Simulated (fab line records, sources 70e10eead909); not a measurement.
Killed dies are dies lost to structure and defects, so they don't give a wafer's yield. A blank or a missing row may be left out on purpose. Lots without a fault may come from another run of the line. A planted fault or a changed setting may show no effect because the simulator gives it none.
fab line records | flow nand_harc
record lots=13 wafers=39 last_day=34
route steps=1302 shown A_ONON_D2@561 A_CHANNEL_HOLE_D2@584 END@1302
lots that met no fault: from a run of the same line without faults
start_h: hours from the record's first day to the start of the lot's first wafer shown | wait_h: hours since the lot's step before | " the same as in the row above | L1.1+2: a row that stands for several wafers | - no value, or no start given | * or withheld: withheld | < > ~ a bound
route shown NAME@n: a module of which the file shows steps, and the number in the route of the first | usual: mean/standard deviation of fault-free wafers | same: alike in all rows | chamber/n: place in a boat | sites: the reading at each site | _std_site: their standard deviation | _edge_site: outer sites' mean less inner sites' | radius_mm: how far each site lies from the wafer's centre | mask NAME#n: copy n | behind: the tool/chamber that last shaped the wafer | hold: why the lot was held/for how many hours/how that ended | device: the transistor (n, p or np) that didn't switch | end of line: the same wafers' tests at the end of the route | a step without rows: its recipe alone | killed: dies lost to structure and defects at the first sort, not the wafer's yield | map: a wafer's dies, x killed, . not, _ none there
set.NAME: the setting as run; set.NAME@STEP: as run at that earlier step | model.NAME: the simulator's own value behind a step, which no gauge read
steps of the route over a sample of lots; a table a step, a row a wafer
services: from which hour (start_h, from the record's first day; less than 0 if before it) a tool's chamber was out of use, for how many hours, and why
## steps
# step NHARC_A_ONON_D2_THK_MEAS_24
# recipe thk_meas_gauge=ellipsometry
# usual thk_nm=999/9.7
# columns lot.wafer tool chamber start_h wait_h thk_nm
L686.1 film_metro-02 - 301.74 - 1009
L686.4 " - " " 1008
L686.6 " - " " 1009
L687.2 film_metro-01 - 301.75 - 989
L687.5 " - " " 991
L687.6 " - " " 989
L689.4 film_metro-02 - 306.62 - 983
L689.5 " - " " 982
L689.6 " - " " 984
L690.3 film_metro-01 - 332.27 - 1007
L690.5 " - " " 1007
L690.6 " - " " 1007
L692.4 film_metro-02 - 350.70 - 1005
L692.5 " - " " 1006
L692.6 " - " " 1004
L693.2 film_metro-02 - 350.71 - 1008
L693.5 " - " " 1009
L693.6 " - " " 1007
L694.1 film_metro-01 - 368.77 - 1010
L694.2 " - " " 1009
L694.4 " - " " 1012
L697.1 film_metro-01 - 397.59 - 988
L697.3 " - " " 988
L697.4 " - " " 989
L701.2 film_metro-02 - 438.12 - 1011
L701.4 " - " " 1009
L701.6 " - " " 1009
L703.1 film_metro-01 - 464.44 - 998
L703.2 " - " " 996
L703.3 " - " " 1000
L705.1 film_metro-02 - 481.28 - 981
L705.2 " - " " 982
L705.4 " - " " 980
L709.2 film_metro-02 - 509.75 - 996
L709.5 " - " " 996
L709.6 " - " " 997
L708.1 film_metro-02 - 514.55 - 1003
L708.2 " - " " 1001
L708.6 " - " " 1000
# step NHARC_A_ONON_D2_DEP_25
# recipe target_thk_a=10000 n2_flow_sccm=2750 n2o_flow_sccm=2000 nh3_flow_sccm=500 sih4_flow_sccm=210 temp_c=400
# usual susceptor_temp_C=399.99/0.21
# columns lot.wafer tool chamber start_h wait_h susceptor_temp_C
L686.1 pecvd_onon-02 0 301.80 0.1 400.30
L686.4 " 0 " " 399.91
L686.6 " 0 " " 400.02
L687.2 pecvd_onon-04 0 301.86 0.1 400.03
L687.5 " 0 " " 399.72
L687.6 " 0 " " 400.24
L689.4 pecvd_onon-02 0 306.85 0.2 400.15
L689.5 " 0 " " 399.90
L689.6 " 0 " " 399.74
L690.3 pecvd_onon-02 0 332.44 0.2 399.81
L690.5 " 0 " " 400.25
L690.6 " 0 " " 399.89
L693.2 pecvd_onon-04 0 350.83 0.1 400.05
L693.5 " 0 " " 399.74
L693.6 " 0 " " 400.04
L692.4 pecvd_onon-03 0 350.93 0.2 399.56
L692.5 " 0 " " 399.75
L692.6 " 0 " " 399.79
L694.1 pecvd_onon-03 0 368.83 0.1 400.08
L694.2 " 0 " " 400.04
L694.4 " 0 " " 400.02
L697.1 pecvd_onon-03 0 397.64 0.1 399.76
L697.3 " 0 " " 400.35
L697.4 " 0 " " 400.37
L701.2 pecvd_onon-02 0 438.24 0.1 400.09
L701.4 " 0 " " 399.76
L701.6 " 0 " " 399.93
L703.1 pecvd_onon-02 0 464.50 0.1 399.81
L703.2 " 0 " " 399.79
L703.3 " 0 " " 399.65
L705.1 pecvd_onon-03 0 481.33 0.1 399.82
L705.2 " 0 " " 400.26
L705.4 " 0 " " 400.15
L709.2 pecvd_onon-03 0 509.86 0.1 399.79
L709.5 " 0 " " 399.88
L709.6 " 0 " " 400.07
L708.1 pecvd_onon-03 0 514.60 0.1 399.77
L708.2 " 0 " " 399.92
L708.6 " 0 " " 400.49
# step NHARC_A_ONON_D2_THK_MEAS_27
# recipe thk_meas_gauge=ellipsometry
# usual thk_nm=999/12
# columns lot.wafer tool chamber start_h wait_h hold thk_nm
L687.2 film_metro-02 - 302.31 - - 997
L687.5 " - " " - 1001
L687.6 " - " " - 999
L686.1 film_metro-01 - 302.31 - - 1011
L686.4 " - " " - 1012
L686.6 " - " " - 1012
L689.4 film_metro-02 - 307.19 - - 1009
L689.5 " - " " - 1009
L689.6 " - " " - 1012
L690.3 film_metro-01 - 332.84 - - 1029
L690.5 " - " " - 1030
L690.6 " - " " - 1029
L692.4 film_metro-01 - 351.27 - - 1000
L692.5 " - " " - 1000
L692.6 " - " " - 999
L693.2 film_metro-02 - 351.28 - - 1004
L693.5 " - " " - 1005
L693.6 " - " " - 1005
L694.1 film_metro-02 - 369.33 - - 992
L694.2 " - " " - 990
L694.4 " - " " - 992
L697.1 film_metro-02 - 398.15 - - 984
L697.3 " - " " - 984
L697.4 " - " " - 985
L701.2 film_metro-02 - 438.69 - await_dispo/0.2h/release 769
L701.4 " - " " await_dispo/0.2h/release 1004
L701.6 " - " " await_dispo/0.2h/release 771
L701.2 film_metro-02 - 438.86 0.2 - 771
L701.4 " - " " - 1002
L701.6 " - " " - 771
L703.1 film_metro-02 - 465.01 - await_dispo/0.2h/release 974
L703.2 " - " " await_dispo/0.2h/release 740
L703.3 " - " " await_dispo/0.2h/release 974
L703.1 film_metro-02 - 465.18 0.2 - 973
L703.2 " - " " - 741
L703.3 " - " " - 972
L705.1 film_metro-02 - 481.85 - - 1002
L705.2 " - " " - 1001
L705.4 " - " " - 1004
L709.2 film_metro-01 - 510.32 - - 1009
L709.5 " - " " - 1009
L709.6 " - " " - 1011
L708.1 film_metro-02 - 515.11 - - 1009
L708.2 " - " " - 1011
L708.6 " - " " - 1009
# step NHARC_A_ONON_D2_INSPECT_32
# usual raw_defect_count=403/180
# columns lot.wafer tool chamber start_h wait_h raw_defect_count
L687.2 defect_inspect-01 - 303.42 0.0 205
L687.5 " - " " 265
L687.6 " - " " 402
L686.1 defect_inspect-02 - 303.42 0.0 225
L686.4 " - " " 406
L686.6 " - " " 367
L689.4 defect_inspect-02 - 308.29 0.0 524
L689.5 " - " " 461
L689.6 " - " " 978
L690.3 defect_inspect-01 - 334.03 0.0 410
L690.5 " - " " 352
L690.6 " - " " 332
L692.4 defect_inspect-01 - 352.38 0.0 374
L692.5 " - " " 500
L692.6 " - " " 378
L693.2 defect_inspect-02 - 352.38 0.0 267
L693.5 " - " " 336
L693.6 " - " " 616
L694.1 defect_inspect-01 - 370.46 0.0 488
L694.2 " - " " 664
L694.4 " - " " 651
L697.1 defect_inspect-01 - 399.25 0.0 201
L697.3 " - " " 204
L697.4 " - " " 201
L701.2 defect_inspect-01 - 443.17 0.0 331
L701.4 " - " " 255
L701.6 " - " " 319
L703.1 defect_inspect-01 - 467.74 0.0 269
L703.2 " - " " 300
L703.3 " - " " 603
L705.1 defect_inspect-02 - 482.97 0.0 451
L705.2 " - " " 287
L705.4 " - " " 239
L709.2 defect_inspect-02 - 511.57 0.0 239
L709.5 " - " " 534
L709.6 " - " " 452
L708.1 defect_inspect-01 - 516.21 0.0 808
L708.2 " - " " 998
L708.6 " - " " 565
# step NHARC_A_CHANNEL_HOLE_D2_INSPECT_12
# usual raw_defect_count=33/21
# columns lot.wafer tool chamber start_h wait_h raw_defect_count
L687.2 defect_inspect-02 - 306.11 0.0 11
L687.5 " - " " 7
L687.6 " - " " 7
L686.1 defect_inspect-01 - 308.11 0.0 41
L686.4 " - " " 48
L686.6 " - " " 49
L689.4 defect_inspect-01 - 316.07 0.0 60
L689.5 " - " " 55
L689.6 " - " " 52
L690.3 defect_inspect-01 - 337.90 0.0 5
L690.5 " - " " 4
L690.6 " - " " 3
L692.4 defect_inspect-02 - 355.10 0.0 46
L692.5 " - " " 45
L692.6 " - " " 49
L693.2 defect_inspect-01 - 355.30 0.0 6
L693.5 " - " " 7
L693.6 " - " " 10
L694.1 defect_inspect-02 - 380.62 0.0 44
L694.2 " - " " 69
L694.4 " - " " 47
L697.1 defect_inspect-01 - 403.91 0.0 7
L697.3 " - " " 16
L697.4 " - " " 11
L701.4 defect_inspect-02 - 446.22 0.0 56
L703.1 defect_inspect-02 - 474.97 0.0 16
L703.3 " - " " 22
L705.1 defect_inspect-01 - 487.45 0.0 58
L705.2 " - " " 58
L705.4 " - " " 50
L709.2 defect_inspect-02 - 514.69 0.0 26
L709.5 " - " " 29
L709.6 " - " " 25
L708.1 defect_inspect-02 - 519.12 0.0 23
L708.2 " - " " 31
L708.6 " - " " 26
# step NHARC_END_SORT_01
# recipe temp_c=25
# usual killed_at_array=57/18 killed_at_other=0.8/1 killed_at_periphery=3.9/2.8 killed_dies=62/18 killed_open=3.4/1.8 killed_short=2.2/1.6
# same gross_dies=677
# columns lot.wafer tool chamber start_h wait_h hold killed_at_array killed_at_other killed_at_periphery killed_dies killed_open killed_short
L686.1 prober-02 0 587.87 2.5 - 58 2 0 60 1 1
L686.4 prober-02 0 590.25 3.4 - 67 0 1 68 1 0
L686.6 prober-02 0 591.83 4.0 - 78 2 1 81 3 2
L689.4 prober-01 0 590.20 3.4 - 47 0 3 50 3 1
L689.5 prober-01 0 591.01 3.7 - 49 1 4 54 6 5
L689.6 prober-01 0 591.81 4.0 - 58 0 5 63 2 3
L687.2 prober-02 0 596.41 2.8 - 49 0 5 54 3 2
L687.5 prober-02 0 598.83 3.7 - 51 0 3 54 4 1
L687.6 prober-02 0 599.64 4.0 - 50 0 4 54 1 5
L690.3 prober-02 0 614.53 3.1 - 41 3 5 49 3 4
L690.5 prober-02 0 616.15 3.7 - 46 1 14 61 2 7
L690.6 prober-02 0 616.96 4.0 - 54 0 10 64 6 1
L693.2 prober-01 0 623.23 2.8 - 45 2 0 47 4 0
L693.5 prober-01 0 625.60 3.7 - 45 1 5 51 2 1
L693.6 prober-01 0 626.39 4.0 - 40 1 2 43 3 1
L692.4 prober-01 0 632.57 3.4 - 51 2 3 56 2 3
L692.5 prober-01 0 633.38 3.7 - 76 0 1 77 3 0
L692.6 prober-01 0 634.18 4.0 - 70 0 2 72 4 0
L694.1 prober-02 0 653.85 2.5 - 56 0 8 64 3 1
L694.2 prober-02 0 654.64 2.8 - 64 0 5 69 3 1
L694.4 prober-02 0 656.21 3.4 - 57 0 3 60 4 4
L697.1 prober-01 0 676.93 2.5 - 16 0 1 17 5 0
L697.3 prober-01 0 678.53 3.1 - 14 1 0 15 4 4
L697.4 prober-01 0 679.32 3.4 - 23 1 3 27 9 3
L701.2 prober-02 0 705.65 2.8 await_dispo/6.4h/release 677 0 0 677 6 5
L701.4 prober-02 0 707.24 3.4 await_dispo/6.4h/release 80 0 0 80 5 1
L701.6 prober-02 0 708.83 4.0 await_dispo/6.4h/release 676 0 1 677 3 1
L703.1 prober-02 0 748.90 2.5 await_dispo/1.7h/release 30 2 6 38 0 2
L703.2 prober-02 0 749.68 2.8 await_dispo/1.7h/release 672 0 5 677 1 0
L703.3 prober-02 0 750.47 3.1 await_dispo/1.7h/release 35 0 7 42 5 6
L705.1 prober-01 0 756.70 2.5 - 53 0 6 59 3 0
L705.2 prober-01 0 757.49 2.8 - 59 1 1 61 2 1
L705.4 prober-01 0 759.07 3.4 - 52 0 3 55 4 3
L709.2 prober-02 0 794.91 2.8 - 54 1 2 57 3 2
L709.5 prober-02 0 797.28 3.7 - 98 0 2 100 1 2
L709.6 prober-02 0 798.07 3.9 - 81 1 3 85 5 5
L708.1 prober-01 0 805.91 2.5 - 71 0 4 75 4 2
L708.2 prober-01 0 806.71 2.8 - 60 0 4 64 3 1
L708.6 prober-01 0 809.88 4.0 - 60 1 1 62 0 4
# killed by level:class
L686.1 A_SLIT:chamber_film_flake=22 A_CHANNEL_HOLE_D1:chamber_film_flake=21 A_CHANNEL_HOLE_D2:chamber_film_flake=6 A_CHANNEL_FILL_D2:chamber_film_flake=2 A_CONTACT:chamber_film_flake=2 THIN_TSV:chamber_film_flake=2 A_CHANNEL_FILL_D2:geometric_particle:short=1 A_BLC:geometric_particle:open=1
L689.4 A_CHANNEL_HOLE_D1:chamber_film_flake=31 A_CHANNEL_HOLE_D2:chamber_film_flake=9 A_CHANNEL_FILL_D2:chamber_film_flake=2 A_CONTACT:chamber_film_flake=2 P_M0:geometric_particle:open=1 A_CHANNEL_FILL_D2:geometric_particle:open=1 A_SGD_CUT:geometric_particle:short=1 A_M1:geometric_particle:open=1
L686.4 A_CHANNEL_HOLE_D1:chamber_film_flake=32 A_SLIT:chamber_film_flake=20 A_CONTACT:chamber_film_flake=4 A_CHANNEL_HOLE_D2:chamber_film_flake=3 A_STAIRCASE:chamber_film_flake=2 A_CONTACT:unspecified=2 A_CHANNEL_FILL_D2:geometric_particle:open=1 P_STI:chamber_film_flake=1
L689.5 A_CHANNEL_HOLE_D1:chamber_film_flake=26 A_CHANNEL_HOLE_D2:chamber_film_flake=8 P_GATE:chamber_film_flake=4 A_SGD_CUT:geometric_particle:open=2 A_SOURCE_PLATE:geometric_particle:short=1 A_ONON_D2:geometric_particle:short=1 A_CHANNEL_FILL_D2:geometric_particle:open=1 A_CHANNEL_FILL_D2:geometric_particle:short=1
L689.6 A_CHANNEL_HOLE_D1:chamber_film_flake=34 A_CHANNEL_HOLE_D2:chamber_film_flake=17 P_GATE:chamber_film_flake=3 A_CHANNEL_FILL_D2:chamber_film_flake=2 P_STI:geometric_particle:short=1 A_ONON_D1:geometric_particle:open=1 A_DECK1_JOINT:geometric_particle:short=1 A_CHANNEL_FILL_D2:geometric_particle:open=1
L686.6 A_CHANNEL_HOLE_D1:chamber_film_flake=35 A_SLIT:chamber_film_flake=23 A_CHANNEL_HOLE_D2:chamber_film_flake=10 A_CONTACT:chamber_film_flake=3 THIN_TSV:chamber_film_flake=2 A_CHANNEL_HOLE_D1:geometric_particle:short=1 A_CHANNEL_FILL_D2:geometric_particle:open=1 A_WL_FILL:geometric_particle:short=1
L687.2 A_CHANNEL_HOLE_D2:chamber_film_flake=33 A_CHANNEL_FILL_D1:chamber_film_flake=4 A_CHANNEL_HOLE_D1:chamber_film_flake=3 A_STAIRCASE:chamber_film_flake=3 P_M0:geometric_particle:open=2 P_STI:chamber_film_flake=2 A_M1:chamber_film_flake=2 A_CHANNEL_FILL_D1:geometric_particle:open=1
L687.5 A_CHANNEL_HOLE_D2:chamber_film_flake=32 A_WL_FILL:chamber_film_flake=4 A_CONTACT:chamber_film_flake=4 P_M0:geometric_particle:open=2 A_CHANNEL_HOLE_D1:chamber_film_flake=2 A_CHANNEL_FILL_D1:chamber_film_flake=2 A_STAIRCASE:chamber_film_flake=2 A_M1:chamber_film_flake=2
L687.6 A_CHANNEL_HOLE_D2:chamber_film_flake=32 A_STAIRCASE:chamber_film_flake=4 A_CONTACT:chamber_film_flake=3 A_CHANNEL_HOLE_D2:geometric_particle:short=2 P_STI:chamber_film_flake=2 A_CHANNEL_FILL_D1:chamber_film_flake=2 P_M0:geometric_particle:short=1 A_SOURCE_PLATE:geometric_particle:short=1
L690.3 A_CHANNEL_HOLE_D2:chamber_film_flake=30 A_CHANNEL_HOLE_D1:chamber_film_flake=3 THIN_TSV:chamber_film_flake=3 P_GATE:chamber_film_flake=2 A_CONTACT:chamber_film_flake=2 P_CONTACT:geometric_particle:open=1 A_DECK1_JOINT:geometric_particle:short=1 A_DECK1_JOINT:geometric_particle:open=1
L690.5 A_CHANNEL_HOLE_D2:chamber_film_flake=28 P_GATE:chamber_film_flake=11 A_CONTACT:chamber_film_flake=4 A_SLIT:chamber_film_flake=3 A_ONON_D1:geometric_particle:short=2 P_BONDPAD:chamber_film_flake=2 P_CONTACT:geometric_particle:short=1 A_SOURCE_PLATE:geometric_particle:open=1
L690.6 A_CHANNEL_HOLE_D2:chamber_film_flake=35 P_GATE:chamber_film_flake=7 A_CONTACT:chamber_film_flake=4 A_STAIRCASE:chamber_film_flake=3 A_DECK1_JOINT:geometric_particle:open=2 A_BLC:geometric_particle:open=2 A_CHANNEL_HOLE_D1:chamber_film_flake=2 A_SLIT:chamber_film_flake=2
L693.2 A_SLIT:chamber_film_flake=30 A_CHANNEL_HOLE_D2:chamber_film_flake=5 A_CHANNEL_FILL_D1:geometric_particle:open=3 A_M0:chamber_film_flake=2 THIN_TSV:chamber_film_flake=2 A_ONON_D1:geometric_particle:open=1 A_CHANNEL_HOLE_D1:chamber_film_flake=1 A_DECK1_JOINT:chamber_film_flake=1
L693.5 A_SLIT:chamber_film_flake=24 A_CHANNEL_HOLE_D2:chamber_film_flake=10 P_CONTACT:chamber_film_flake=5 A_CHANNEL_HOLE_D1:chamber_film_flake=4 A_CONTACT:chamber_film_flake=3 A_M1:geometric_particle:open=1 A_CHANNEL_FILL_D1:geometric_particle:short=1 STARTING-WAFER:geometric_particle:open=1
L693.6 A_SLIT:chamber_film_flake=22 A_CHANNEL_HOLE_D1:chamber_film_flake=6 A_CHANNEL_HOLE_D2:chamber_film_flake=4 A_CONTACT:chamber_film_flake=2 A_ONON_D1:geometric_particle:open=1 A_DECK1_JOINT:geometric_particle:short=1 A_SLIT:geometric_particle:open=1 A_CONTACT:geometric_particle:open=1
L692.4 A_CHANNEL_HOLE_D2:chamber_film_flake=27 A_CHANNEL_HOLE_D1:chamber_film_flake=18 A_ZERO_WELL:chamber_film_flake=2 A_STAIRCASE:chamber_film_flake=2 P_CONTACT:geometric_particle:open=1 P_M0:geometric_particle:short=1 A_CHANNEL_FILL_D1:geometric_particle:open=1 A_WL_FILL:geometric_particle:short=1
L692.5 A_CHANNEL_HOLE_D2:chamber_film_flake=32 A_CHANNEL_HOLE_D1:chamber_film_flake=31 A_STAIRCASE:chamber_film_flake=8 A_DECK1_JOINT:chamber_film_flake=2 P_M0:geometric_particle:open=1 A_ONON_D2:geometric_particle:open=1 A_WL_FILL:geometric_particle:open=1 A_WL_FILL:chamber_film_flake=1
L692.6 A_CHANNEL_HOLE_D2:chamber_film_flake=31 A_CHANNEL_HOLE_D1:chamber_film_flake=29 A_STAIRCASE:chamber_film_flake=5 P_CONTACT:geometric_particle:open=2 A_ONON_D1:geometric_particle:open=1 A_CHANNEL_FILL_D2:geometric_particle:open=1 A_CHANNEL_FILL_D1:chamber_film_flake=1 A_CHANNEL_FILL_D2:chamber_film_flake=1
L694.1 A_CHANNEL_HOLE_D1:chamber_film_flake=28 A_CHANNEL_HOLE_D2:chamber_film_flake=22 P_M2:chamber_film_flake=4 P_CONTACT:chamber_film_flake=2 A_CONTACT:chamber_film_flake=2 P_GATE:geometric_particle:open=1 A_ONON_D2:geometric_particle:short=1 A_SGD_CUT:geometric_particle:open=1
L694.2 A_CHANNEL_HOLE_D1:chamber_film_flake=35 A_CHANNEL_HOLE_D2:chamber_film_flake=17 P_M2:chamber_film_flake=4 A_CONTACT:chamber_film_flake=3 A_CHANNEL_FILL_D1:geometric_particle:open=2 A_SLIT:chamber_film_flake=2 A_CHANNEL_HOLE_D2:geometric_particle:open=1 A_WL_FILL:geometric_particle:short=1
L694.4 A_CHANNEL_HOLE_D1:chamber_film_flake=28 A_CHANNEL_HOLE_D2:chamber_film_flake=17 A_SLIT:chamber_film_flake=3 A_DECK1_JOINT:geometric_particle:short=2 A_CONTACT:chamber_film_flake=2 P_M0:geometric_particle:open=1 P_M1:geometric_particle:short=1 A_CHANNEL_HOLE_D1:geometric_particle:open=1
L697.1 A_CHANNEL_HOLE_D1:chamber_film_flake=5 A_CONTACT:chamber_film_flake=3 A_M0:geometric_particle:open=2 A_SLIT:chamber_film_flake=2 P_M1:geometric_particle:open=1 A_CONTACT:geometric_particle:open=1 A_BLC:geometric_particle:open=1 A_BLC:chamber_film_flake=1
L697.3 A_CHANNEL_HOLE_D1:chamber_film_flake=4 A_CHANNEL_HOLE_D1:geometric_particle:open=1 A_CHANNEL_FILL_D1:geometric_particle:short=1 A_DECK1_JOINT:geometric_particle:short=1 A_DECK1_JOINT:geometric_particle:open=1 A_CHANNEL_HOLE_D2:geometric_particle:open=1 A_SGD_CUT:geometric_particle:open=1 A_WL_FILL:geometric_particle:short=1
L697.4 A_CHANNEL_HOLE_D1:chamber_film_flake=7 A_CONTACT:chamber_film_flake=3 A_WL_FILL:geometric_particle:open=2 A_SLIT:chamber_film_flake=2 P_GATE:geometric_particle:open=1 P_M0:geometric_particle:open=1 A_ONON_D1:geometric_particle:open=1 A_DECK1_JOINT:geometric_particle:open=1
L701.2 A_ONON_D2:area_dep=593 A_CHANNEL_HOLE_D1:chamber_film_flake=33 A_SLIT:chamber_film_flake=31 A_CONTACT:chamber_film_flake=6 A_ONON_D2:geometric_particle:open=4 A_DECK1_JOINT:geometric_particle:short=2 A_CHANNEL_FILL_D2:chamber_film_flake=2 A_CHANNEL_FILL_D1:geometric_particle:short=1
L701.4 A_CHANNEL_HOLE_D1:chamber_film_flake=37 A_SLIT:chamber_film_flake=25 A_CONTACT:chamber_film_flake=8 A_CHANNEL_FILL_D1:geometric_particle:open=2 A_SOURCE_PLATE:geometric_particle:open=1 A_DECK1_JOINT:geometric_particle:open=1 A_CHANNEL_FILL_D2:geometric_particle:open=1 A_CONTACT:geometric_particle:short=1
L701.6 A_ONON_D2:area_dep=605 A_SLIT:chamber_film_flake=33 A_CHANNEL_HOLE_D1:chamber_film_flake=27 A_CONTACT:chamber_film_flake=4 A_CHANNEL_FILL_D2:chamber_film_flake=2 P_CONTACT:geometric_particle:open=1 A_CHANNEL_FILL_D2:geometric_particle:short=1 A_BLC:geometric_particle:open=1
L703.1 A_CHANNEL_HOLE_D1:chamber_film_flake=7 P_M1:chamber_film_flake=5 A_SLIT:chamber_film_flake=5 A_CONTACT:chamber_film_flake=5 A_DECK1_JOINT:chamber_film_flake=2 A_CHANNEL_FILL_D1:chamber_film_flake=2 A_STAIRCASE:chamber_film_flake=2 A_BONDPAD:chamber_film_flake=2
L703.2 A_ONON_D2:area_dep=635 A_CHANNEL_HOLE_D1:chamber_film_flake=14 A_SLIT:chamber_film_flake=10 A_CONTACT:chamber_film_flake=4 A_STAIRCASE:chamber_film_flake=3 P_GATE:chamber_film_flake=2 P_M1:chamber_film_flake=2 A_ONON_D2:geometric_particle:open=1
L703.3 A_CHANNEL_HOLE_D1:chamber_film_flake=8 A_STAIRCASE:chamber_film_flake=5 A_CONTACT:chamber_film_flake=4 A_BONDPAD:chamber_film_flake=4 P_M1:chamber_film_flake=3 P_M2:geometric_particle:short=2 A_SOURCE_PLATE:geometric_particle:open=2 A_ONON_D1:geometric_particle:short=2
L705.1 A_CHANNEL_HOLE_D1:chamber_film_flake=35 A_CONTACT:chamber_film_flake=5 A_STAIRCASE:chamber_film_flake=4 P_M2:chamber_film_flake=3 A_SLIT:chamber_film_flake=3 A_ONON_D2:geometric_particle:open=2 P_GATE:chamber_film_flake=2 A_CHANNEL_FILL_D1:geometric_particle:open=1
L705.2 A_CHANNEL_HOLE_D1:chamber_film_flake=34 A_CONTACT:chamber_film_flake=9 A_DECK1_JOINT:chamber_film_flake=3 A_STAIRCASE:chamber_film_flake=3 A_SLIT:chamber_film_flake=3 A_BONDPAD:chamber_film_flake=2 A_CHANNEL_FILL_D1:geometric_particle:short=1 A_M1:geometric_particle:open=1
L705.4 A_CHANNEL_HOLE_D1:chamber_film_flake=28 A_CONTACT:chamber_film_flake=8 A_SLIT:chamber_film_flake=5 P_M2:chamber_film_flake=3 A_ONON_D1:geometric_particle:short=2 A_M1:geometric_particle:open=2 A_DECK1_JOINT:geometric_particle:open=1 A_SGD_CUT:geometric_particle:open=1
L709.2 A_SLIT:chamber_film_flake=15 A_CHANNEL_HOLE_D2:chamber_film_flake=13 A_CONTACT:chamber_film_flake=11 A_CHANNEL_HOLE_D1:chamber_film_flake=5 A_STAIRCASE:chamber_film_flake=3 A_ZERO_WELL:chamber_film_flake=2 A_CHANNEL_FILL_D2:chamber_film_flake=2 P_GATE:geometric_particle:open=1
L709.5 A_SLIT:chamber_film_flake=37 A_CHANNEL_HOLE_D2:chamber_film_flake=24 A_CHANNEL_HOLE_D1:chamber_film_flake=11 A_CONTACT:chamber_film_flake=11 A_ZERO_WELL:chamber_film_flake=5 A_STAIRCASE:chamber_film_flake=3 A_CHANNEL_FILL_D2:chamber_film_flake=2 A_ONON_D1:geometric_particle:open=1
L709.6 A_CHANNEL_HOLE_D2:chamber_film_flake=28 A_SLIT:chamber_film_flake=22 A_CHANNEL_HOLE_D1:chamber_film_flake=7 A_CONTACT:chamber_film_flake=7 A_CHANNEL_FILL_D2:chamber_film_flake=3 A_ONON_D1:geometric_particle:open=2 A_DECK1_JOINT:geometric_particle:open=2 A_ZERO_WELL:chamber_film_flake=2
L708.1 A_CHANNEL_HOLE_D2:chamber_film_flake=34 A_CHANNEL_HOLE_D1:chamber_film_flake=15 A_SLIT:chamber_film_flake=10 P_GATE:chamber_film_flake=3 A_STAIRCASE:chamber_film_flake=3 A_CONTACT:chamber_film_flake=3 A_SOURCE_PLATE:geometric_particle:open=1 A_CHANNEL_FILL_D2:geometric_particle:open=1
L708.2 A_CHANNEL_HOLE_D1:chamber_film_flake=25 A_CHANNEL_HOLE_D2:chamber_film_flake=18 A_CONTACT:chamber_film_flake=5 A_SLIT:chamber_film_flake=4 A_STAIRCASE:chamber_film_flake=3 A_WL_FILL:chamber_film_flake=2 P_CONTACT:geometric_particle:open=1 P_M0:geometric_particle:open=1
L708.6 A_CHANNEL_HOLE_D2:chamber_film_flake=24 A_CHANNEL_HOLE_D1:chamber_film_flake=19 A_STAIRCASE:chamber_film_flake=5 A_SLIT:chamber_film_flake=5 A_WL_FILL:chamber_film_flake=3 P_M2:geometric_particle:short=1 A_SOURCE_PLATE:geometric_particle:short=1 A_CHANNEL_FILL_D1:geometric_particle:short=1
## services
# columns tool chamber start_h hours kind
pecvd_onon-04 - 311.23 13.0 pm
pecvd_onon-02 - 366.00 13.0 pm
pecvd_onon-03 - 393.57 2.8 repair
pecvd_onon-03 - 408.00 13.0 pm
pecvd_onon-04 - 492.23 13.0 pm
## key
first_sign step=NHARC_A_ONON_D2_THK_MEAS_27 reading=visit direction=added
effect step=NHARC_A_ONON_D2_THK_MEAS_27 reading=thk_nm direction=down sigmas=21 usual=999 struck=760
effect step=NHARC_END_SORT_01 reading=killed_dies direction=up sigmas=34 usual=62 struck=677
more_kills_born_at NHARC_A_ONON_D2_DEP_25@pecvd_onon-02=1833
met_at NHARC_A_ONON_D2_DEP_25
struck_lots L701,L703
struck_wafers L701.2,L701.6,L703.2
later_rows_left_out L701.2,L701.6,L703.2
tester_left_out L701,L703
not_acting_at NHARC_A_ONON_D2_THK_MEAS_24,NHARC_A_ONON_D2_INSPECT_32,NHARC_A_CHANNEL_HOLE_D2_INSPECT_12
onset_between 332.44 438.24
fault kind=process_parameter_drift tool=pecvd_onon-02 chamber=- onset_h=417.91 steps=NHARC_A_ONON_D2_DEP_25 channel=target_thk_a offset=* shape=step end_h=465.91 scope=struck_wafers_only acts_in=* stated=*
# tester_left_out: of these lots the tester's yield and bins aren't shown, on N5 and GAA mostly nor the transistor test; their killed dies are dies lost to structure and defects alone, not to doping, threshold or leakage, so they don't give the yield
# later_rows_left_out: the simulator's readings of these wafers behind a module that went badly wrong aren't trusted and aren't shown, but for the sort
